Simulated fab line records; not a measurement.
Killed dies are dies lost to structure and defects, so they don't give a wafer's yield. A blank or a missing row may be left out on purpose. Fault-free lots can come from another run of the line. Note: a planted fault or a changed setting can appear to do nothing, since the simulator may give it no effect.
Which of the tools did it?    flow n5 finfet    24 lots with 72 wafers sampled at 6 steps, on a route of 1938 steps

== WHAT EACH GAUGE READ, for each wafer ==
No reading from a measuring or inspecting step in the record can be judged against a usual standard deviation.

== WHAT TOOL EACH LOT RAN ON (gives the tool, then ch and the chambers of the sampled wafers, and finally the start) ==
lot   N5_BEOL_M6_DEGAS_44           N5_BEOL_M6_ALD_77                    N5_BEOL_M6_CMP_52              N5_BEOL_M6_DEP_56                N5_BEOL_M7_PECVD_70              N5_BEOL_M8_ILD_DEP_00
L075  pvd sputter-02, day 9 02:19   ald metal-01 ch 1,2, day 9 02:25     cmp-02 ch 0,1, day 9 05:32     pecvd-03 ch 0,2, day 9 05:52     pecvd-04 ch 0,1,2, day 9 06:37   pecvd-04 ch 0,2, day 9 12:34
L074  pvd sputter-01, day 9 04:59   ald metal-04 ch 0,1,3, day 9 05:07   cmp-04 ch 0,2,3, day 9 07:18   pecvd-03 ch 0,1,2, day 9 07:40   pecvd-02 ch 0,1,2, day 9 08:38   pecvd-04 ch 0,1,2, day 9 14:46
L077  pvd sputter-02, day 9 05:00   ald metal-01 ch 0,2,3, day 9 05:07   cmp-01 ch 0,3, day 9 07:05     pecvd-04 ch 1,2, day 9 07:24     pecvd-04 ch 0,1, day 9 08:09     pecvd-03 ch 0,1, day 9 13:32
L076  pvd sputter-01, day 9 05:14   ald metal-01 ch 1,3, day 9 05:22     cmp-01 ch 0,2, day 9 08:17     pecvd-03 ch 1,2, day 9 08:36     pecvd-01 ch 0,1,2, day 9 09:21   pecvd-03 ch 0,1, day 9 15:56
L080  pvd sputter-01, day 10 05:35  ald metal-01 ch 0,1,2, day 10 05:54  cmp-04 ch 0,1,2, day 10 07:39  pecvd-03 ch 0, day 10 07:56      pecvd-02 ch 0,1,2, day 10 08:43  pecvd-01 ch 0,1,2, day 10 17:32
L078  pvd sputter-01, day 10 06:16  ald metal-03 ch 0,1,2, day 10 06:22  cmp-01 ch 1,2,3, day 10 07:53  pecvd-04 ch 0,1,2, day 10 08:13  pecvd-01 ch 1,2, day 10 08:58    pecvd-01 ch 0,1,2, day 10 17:58
L079  pvd sputter-01, day 10 06:20  ald metal-01 ch 0,1,2, day 10 06:40  cmp-04 ch 0,2,3, day 10 07:55  pecvd-02 ch 0,1,2, day 10 08:16  pecvd-01 ch 0,1, day 10 09:08    pecvd-03 ch 0,1, day 10 17:49
L081  pvd sputter-02, day 10 15:37  ald metal-04 ch 0,1,3, day 10 15:44  cmp-01 ch 1,2,3, day 10 17:14  pecvd-04 ch 0,1,2, day 10 17:32  pecvd-01 ch 0,1, day 10 18:16    pecvd-04 ch 0,1,2, day 11 01:11
L082  pvd sputter-03, day 11 01:47  ald metal-04 ch 0,1,3, day 11 01:55  cmp-01 ch 1,2, day 11 03:16    pecvd-03 ch 0,1,2, day 11 03:38  pecvd-02 ch 0, day 11 04:24      pecvd-01 ch 0,1, day 11 11:56
L083  pvd sputter-03, day 11 08:02  ald metal-03 ch 0,3, day 11 08:08    cmp-01 ch 0,1, day 11 09:27    pecvd-04 ch 1,2, day 11 09:46    pecvd-01 ch 0,1,2, day 11 10:31  pecvd-01 ch 0,1, day 11 17:24
L084  pvd sputter-03, day 11 15:38  ald metal-01 ch 0,1,3, day 11 15:50  cmp-02 ch 0,1,3, day 11 16:58  pecvd-03 ch 0,1, day 11 17:20    pecvd-02 ch 0,1,2, day 11 18:05  pecvd-04 ch 0,1, day 12 00:21
L086  pvd sputter-02, day 11 16:19  ald metal-03 ch 0,1,2, day 11 16:26  cmp-04 ch 1,2,3, day 11 17:59  pecvd-02 ch 0,2, day 11 18:21    pecvd-02 ch 0,1,2, day 11 19:06  pecvd-03 ch 0,1, day 12 01:26
L085  pvd sputter-01, day 11 23:53  ald metal-03 ch 0,1, day 12 00:01    cmp-01 ch 2,3, day 12 01:08    pecvd-04 ch 0,1,2, day 12 01:28  pecvd-02 ch 0,2, day 12 02:13    pecvd-04 ch 0,1,2, day 12 08:26
L087  pvd sputter-02, day 12 12:08  ald metal-01 ch 1,2, day 12 12:14    cmp-02 ch 0,3, day 12 13:21    pecvd-04 ch 0,1, day 12 13:43    pecvd-04 ch 0,1,2, day 12 14:27  pecvd-03 ch 1,2, day 12 20:10
L088  pvd sputter-03, day 12 17:58  ald metal-03 ch 1,2,3, day 12 18:04  cmp-01 ch 0,2,3, day 12 19:20  pecvd-03 ch 0,1,2, day 12 19:41  pecvd-01 ch 0,1,2, day 12 20:26  pecvd-04 ch 0,2, day 13 05:36
L090  pvd sputter-02, day 12 21:08  ald metal-03 ch 0,1,3, day 12 21:15  cmp-04 ch 0,1,3, day 12 22:21  pecvd-03 ch 1,2, day 12 22:43    pecvd-04 ch 1,2, day 12 23:28    pecvd-04 ch 0,1,2, day 13 07:40
L092  pvd sputter-01, day 13 03:44  ald metal-01 ch 1,2,3, day 13 03:50  cmp-01 ch 0,1,2, day 13 04:53  pecvd-04 ch 0,1, day 13 05:14    pecvd-02 ch 1,2, day 13 05:59    pecvd-03 ch 0,1, day 13 12:50
L089  pvd sputter-03, day 13 10:56  ald metal-04 ch 0,1,2, day 13 11:02  cmp-02 ch 0,1,3, day 13 12:05  pecvd-04 ch 0,1, day 13 12:26    pecvd-01 ch 0,1, day 13 13:11    pecvd-03 ch 0,1,2, day 13 20:50
L091  pvd sputter-03, day 13 12:15  ald metal-01 ch 0,1, day 13 12:22    cmp-01 ch 1,3, day 13 13:41    pecvd-04 ch 1,2, day 13 14:02    pecvd-04 ch 0,2, day 13 14:48    pecvd-03 ch 1,2, day 13 23:11
L093  pvd sputter-02, day 13 18:46  ald metal-04 ch 0,1,3, day 13 19:05  cmp-04 ch 2,3, day 13 20:38    pecvd-04 ch 0,1,2, day 13 20:58  pecvd-04 ch 0,1,2, day 13 21:43  pecvd-04 ch 0,1,2, day 14 05:43
L095  pvd sputter-01, day 14 04:02  ald metal-03 ch 1,2, day 14 04:08    cmp-01 ch 1,3, day 14 06:17    pecvd-02 ch 0,1,2, day 14 06:39  pecvd-02 ch 0,2, day 14 07:23    pecvd-01 ch 1,2, day 14 15:39
L094  pvd sputter-02, day 14 05:41  ald metal-04 ch 1,2,3, day 14 05:47  cmp-02 ch 0,1, day 14 08:22    pecvd-03 ch 0,1, day 14 08:41    pecvd-04 ch 0,1, day 14 09:26    pecvd-04 ch 0,2, day 14 15:52
L096  pvd sputter-03, day 14 13:05  ald metal-03 ch 1,2,3, day 14 13:11  cmp-01 ch 0,1,2, day 14 14:50  pecvd-02 ch 1,2, day 14 15:05    pecvd-01 ch 1,2, day 14 15:50    pecvd-01 ch 0,1,2, day 15 00:20
L097  pvd sputter-02, day 15 00:35  ald metal-03 ch 0,1, day 15 00:41    cmp-04 ch 1,2,3, day 15 01:57  pecvd-04 ch 0,1,2, day 15 02:16  pecvd-02 ch 1,2, day 15 03:01    pecvd-01 ch 1,2, day 15 11:32
- N5_BEOL_M6_DEGAS_44: time 60 s.
- N5_BEOL_M6_ALD_77: deposits TaN, target thk 2 nm, pulse time 2 s, purge time 3 s.
- N5_BEOL_M6_CMP_52: polishes, stops on SiCOH lowk, t overpolish 6.9 s, target thk 80 nm.
- N5_BEOL_M6_DEP_56: deposits SiCN from 3MS/NH3, target thk 10 nm, time 17.5 s.
- N5_BEOL_M7_PECVD_70: deposits SiO2 from TEOS/O2, target thk 20 nm, time 22.7 s.
- N5_BEOL_M8_ILD_DEP_00: deposits SiCOH lowk from DEMS/porogen, target thk 179.75 nm, time 33.4 s.

== AS READ BY THE TOOLS THEMSELVES (means over the sampled wafers that have a number; for cases with no such wafer, the mark the record gives instead) ==
N5_BEOL_M6_DEGAS_44.
lot   tool            heater power w (W)
L075  pvd sputter-02  319
L074  pvd sputter-01  328
L077  pvd sputter-02  314
L076  pvd sputter-01  325
L080  pvd sputter-01  326
L078  pvd sputter-01  325
L079  pvd sputter-01  324
L081  pvd sputter-02  329
L082  pvd sputter-03  311
L083  pvd sputter-03  314
L084  pvd sputter-03  313
L086  pvd sputter-02  304
L085  pvd sputter-01  324
L087  pvd sputter-02  322
L088  pvd sputter-03  342
L090  pvd sputter-02  304
L092  pvd sputter-01  325
L089  pvd sputter-03  347
L091  pvd sputter-03  352
L093  pvd sputter-02  323
L095  pvd sputter-01  336
L094  pvd sputter-02  326
L096  pvd sputter-03  345
L097  pvd sputter-02  306

N5_BEOL_M6_ALD_77.
lot   tool          heater power w (W)
L075  ald metal-01  368
L074  ald metal-04  421
L077  ald metal-01  410
L076  ald metal-01  379
L080  ald metal-01  403
L078  ald metal-03  454
L079  ald metal-01  405
L081  ald metal-04  426
L082  ald metal-04  425
L083  ald metal-03  514
L084  ald metal-01  401
L086  ald metal-03  450
L085  ald metal-03  495
L087  ald metal-01  378
L088  ald metal-03  431
L090  ald metal-03  475
L092  ald metal-01  379
L089  ald metal-04  454
L091  ald metal-01  425
L093  ald metal-04  427
L095  ald metal-03  423
L094  ald metal-04  469
L096  ald metal-03  426
L097  ald metal-03  498

N5_BEOL_M6_CMP_52.
lot   tool    barrier field endpoint s (s)  motor current A (A)  overpolish run s (s)  platen rpm (rpm)  slurry filter dp kPa (kPa)  time to endpoint s (s)
L075  cmp-02  28.8                          6.1                  6.900                 50.007            13.50                       59.6
L074  cmp-04  28.8                          6.0                  6.899                 50.003            13.61                       60.3
L077  cmp-01  28.8                          4.9                  6.901                 49.994            13.41                       60.2
L076  cmp-01  28.7                          5.3                  6.903                 49.985            13.40                       60.6
L080  cmp-04  28.2                          6.0                  6.899                 49.989            13.37                       60.7
L078  cmp-01  28.2                          6.0                  6.897                 50.013            13.55                       58.7
L079  cmp-04  29.1                          6.1                  6.898                 50.007            13.58                       62.0
L081  cmp-01  29.0                          6.1                  6.904                 49.984            13.51                       61.0
L082  cmp-01  28.9                          6.2                  6.905                 49.994            13.65                       60.9
L083  cmp-01  29.3                          5.4                  6.894                 50.018            13.43                       64.2
L084  cmp-02  28.8                          5.8                  6.898                 49.999            13.34                       62.5
L086  cmp-04  28.9                          6.1                  6.892                 49.990            13.52                       61.8
L085  cmp-01  29.1                          5.6                  6.893                 50.021            13.39                       62.6
L087  cmp-02  28.5                          5.9                  6.910                 50.009            13.52                       61.3
L088  cmp-01  28.6                          5.5                  6.908                 50.003            13.48                       61.1
L090  cmp-04  28.9                          6.3                  6.912                 50.015            13.37                       65.4
L092  cmp-01  28.8                          5.7                  6.908                 49.987            13.39                       58.6
L089  cmp-02  28.9                          5.8                  6.892                 49.961            13.53                       65.2
L091  cmp-01  28.8                          5.6                  6.895                 50.021            13.54                       61.1
L093  cmp-04  29.0                          6.3                  6.904                 50.014            13.57                       60.9
L095  cmp-01  28.5                          5.6                  6.892                 49.997            13.43                       59.7
L094  cmp-02  28.8                          6.2                  6.906                 50.005            13.53                       60.3
L096  cmp-01  28.2                          5.7                  6.905                 50.015            13.55                       59.7
L097  cmp-04  29.2                          6.2                  6.906                 49.992            13.53                       61.8

N5_BEOL_M6_DEP_56.
lot   tool      showerhead plenum p Torr (Torr)  throttle valve pct (%)
L075  pecvd-03  3.684                            8.9
L074  pecvd-03  3.677                            9.1
L077  pecvd-04  3.662                            8.5
L076  pecvd-03  3.683                            9.2
L080  pecvd-03  3.670                            9.4
L078  pecvd-04  3.662                            8.8
L079  pecvd-02  3.671                            8.9
L081  pecvd-04  3.654                            8.9
L082  pecvd-03  3.678                            9.0
L083  pecvd-04  3.660                            8.7
L084  pecvd-03  3.670                            9.3
L086  pecvd-02  3.672                            8.9
L085  pecvd-04  3.664                            9.0
L087  pecvd-04  3.662                            9.0
L088  pecvd-03  3.676                            9.1
L090  pecvd-03  3.678                            9.0
L092  pecvd-04  3.659                            8.8
L089  pecvd-04  3.664                            9.0
L091  pecvd-04  3.658                            8.6
L093  pecvd-04  3.665                            8.9
L095  pecvd-02  3.662                            8.8
L094  pecvd-03  3.677                            9.5
L096  pecvd-02  3.673                            9.0
L097  pecvd-04  3.662                            9.0

N5_BEOL_M7_PECVD_70.
lot   tool      heater power w (W)  showerhead plenum p Torr (Torr)  throttle valve pct (%)
L075  pecvd-04  739                 8.77                             22.1
L074  pecvd-02  684                 8.80                             22.0
L077  pecvd-04  747                 8.75                             21.8
L076  pecvd-01  681                 8.70                             22.1
L080  pecvd-02  764                 8.82                             21.9
L078  pecvd-01  723                 8.73                             22.2
L079  pecvd-01  725                 8.66                             22.5
L081  pecvd-01  726                 8.67                             22.5
L082  pecvd-02  691                 8.81                             23.3
L083  pecvd-01  728                 8.68                             22.0
L084  pecvd-02  738                 8.81                             21.9
L086  pecvd-02  706                 8.81                             22.0
L085  pecvd-02  682                 8.77                             20.9
L087  pecvd-04  775                 8.78                             22.0
L088  pecvd-01  725                 8.70                             22.1
L090  pecvd-04  760                 8.77                             21.6
L092  pecvd-02  785                 8.81                             22.0
L089  pecvd-01  719                 8.69                             22.4
L091  pecvd-04  780                 8.78                             22.6
L093  pecvd-04  703                 8.76                             22.2
L095  pecvd-02  696                 8.79                             21.2
L094  pecvd-04  758                 8.74                             21.9
L096  pecvd-01  616                 8.73                             22.1
L097  pecvd-02  762                 8.81                             22.1

N5_BEOL_M8_ILD_DEP_00.
lot   tool      heater power w (W)  showerhead plenum p Torr (Torr)  throttle valve pct (%)
L075  pecvd-04  304                 5.739                            14.4
L074  pecvd-04  331                 5.735                            13.6
L077  pecvd-03  222                 5.755                            14.4
L076  pecvd-03  272                 5.751                            14.4
L080  pecvd-01  281                 5.717                            13.8
L078  pecvd-01  314                 5.723                            13.7
L079  pecvd-03  239                 5.756                            14.3
L081  pecvd-04  349                 5.730                            13.7
L082  pecvd-01  334                 5.715                            13.9
L083  pecvd-01  314                 5.719                            13.9
L084  pecvd-04  306                 5.724                            14.1
L086  pecvd-03  246                 5.752                            14.2
L085  pecvd-04  308                 5.741                            13.7
L087  pecvd-03  251                 5.746                            13.7
L088  pecvd-04  353                 5.735                            13.9
L090  pecvd-04  345                 5.740                            13.8
L092  pecvd-03  263                 5.749                            14.3
L089  pecvd-03  261                 5.745                            13.8
L091  pecvd-03  271                 5.753                            13.2
L093  pecvd-04  348                 5.738                            13.8
L095  pecvd-01  256                 5.731                            13.6
L094  pecvd-04  325                 5.733                            13.9
L096  pecvd-01  297                 5.723                            13.7
L097  pecvd-01  256                 5.724                            13.5

== THE ANSWER, worked out from the rows above alone ==
Rule: the lots themselves supply what counts as usual. The widest of any qualifying gaps counts: lots, ordered by their means at a reading, are off when they make up no more than a third of the lots, leave a main group of 4 or more, and stand apart from it by 3 or more times the standard deviation of that group's means. Not used: any main group whose means are identical at the precision the tables above print for the reading. Also off: a lot with no number at a reading for which 4 or more lots have one. Any other lot the step has rows for is counted as sound. First the gauges in route order, then the tools' own readings, where a lot's mean is used as printed above. At the first step where some lot is off, the reading lying furthest off is the one used; lots without a number count as furthest.
No lot is off on any of the readings shown, so nothing can be concluded from this.

== WHAT THE SIMULATOR HAD INSERTED ==
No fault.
